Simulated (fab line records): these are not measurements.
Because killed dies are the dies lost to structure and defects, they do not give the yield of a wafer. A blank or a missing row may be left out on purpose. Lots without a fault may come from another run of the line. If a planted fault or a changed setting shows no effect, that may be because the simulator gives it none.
Which tool was responsible? + flow nand harc + 6 lots, 18 wafers sampled, at 5 steps of a route of 1159

## WHAT THE GAUGES READ, wafer by wafer
NHARC_A_CONTACT_CD_MEAS_08 targets a cd of 100 nm.
| lot  | measured     | on        | cd nm (nm)       |
|------|--------------|-----------|------------------|
| L310 | day 17 14:58 | cd sem-02 | 99.5 99.4 99.3   |
| L311 | day 18 13:07 | cd sem-01 | 101.1 99.9 101.4 |
| L316 | day 19 10:16 | cd sem-02 | 99.9 99.2 100.1  |
| L318 | day 19 15:02 | cd sem-03 | 100.2 100.7 98.7 |
| L321 | day 20 06:59 | cd sem-02 | 99.4 101.3 100.1 |
| L323 | day 21 16:15 | cd sem-03 | 100.4 99.2 100.4 |

## WHAT TOOL EACH LOT RAN ON (gives the tool, then ch and the chambers of the sampled wafers, and finally the start)
| lot  | NHARC_A_CONTACT_ETCH_128             | NHARC_A_CONTACT_ETCH_132             | NHARC_A_CONTACT_ETCH_133             | NHARC_A_CONTACT_EXPOSE_05          |
|------|--------------------------------------|--------------------------------------|--------------------------------------|------------------------------------|
| L310 | har cap etch-01 ch 0,1, day 17 10:17 | har cap etch-01 ch 0,1, day 17 10:50 | har cap etch-01 ch 0,1, day 17 10:59 | arfi scanner-03 ch 0, day 17 14:49 |
| L311 | har cap etch-02 ch 0,1, day 18 06:39 | har cap etch-02 ch 0,1, day 18 07:13 | har cap etch-02 ch 0,1, day 18 07:24 | arfi scanner-02 ch 0, day 18 12:59 |
| L316 | har cap etch-02 ch 0,1, day 19 05:52 | har cap etch-02 ch 0,1, day 19 06:26 | har cap etch-02 ch 0,1, day 19 06:38 | arfi scanner-01 ch 0, day 19 10:08 |
| L318 | har cap etch-02 ch 0,1, day 19 10:26 | har cap etch-02 ch 0,1, day 19 11:00 | har cap etch-02 ch 0,1, day 19 11:08 | arfi scanner-01 ch 0, day 19 14:54 |
| L321 | har cap etch-02 ch 0,1, day 20 01:32 | har cap etch-02 ch 0,1, day 20 02:07 | har cap etch-02 ch 0,1, day 20 02:16 | arfi scanner-02 ch 0, day 20 06:51 |
| L323 | har cap etch-03 ch 1, day 21 11:43   | har cap etch-03 ch 1, day 21 12:17   | har cap etch-03 ch 1, day 21 12:25   | arfi scanner-02 ch 0, day 21 16:07 |
- NHARC_A_CONTACT_ETCH_128: etches the open film in C4F8/O2/Ar, time 155 s, target depth 956 nm.
- NHARC_A_CONTACT_ETCH_132: etches the open film in C4F8/O2/Ar, time 156 s, target depth 958 nm.
- NHARC_A_CONTACT_ETCH_133: etches the open film in C4F8/O2/Ar, time 195 s, target depth 840 nm.
- NHARC_A_CONTACT_EXPOSE_05: exposes mask A CC.

## THE ANSWER, worked out from the rows above alone
Rule: the usual values come from the lots themselves. Put in order of their means at a reading, lots are off if they are a third of the lots or fewer, leave a main group of 4 or more, and stand apart from it by a gap of 3 or more times the standard deviation of the main group's means; of several such gaps the widest counts. Not used: any main group whose means are identical at the precision the tables above print for the reading. A lot without any number at a reading at which 4 lots or more have one is off too. The other lots that the step has rows for count as sound.
No lot is off at any reading shown: from this, nothing can be told.

## WHAT THE SIMULATOR HAD PUT IN
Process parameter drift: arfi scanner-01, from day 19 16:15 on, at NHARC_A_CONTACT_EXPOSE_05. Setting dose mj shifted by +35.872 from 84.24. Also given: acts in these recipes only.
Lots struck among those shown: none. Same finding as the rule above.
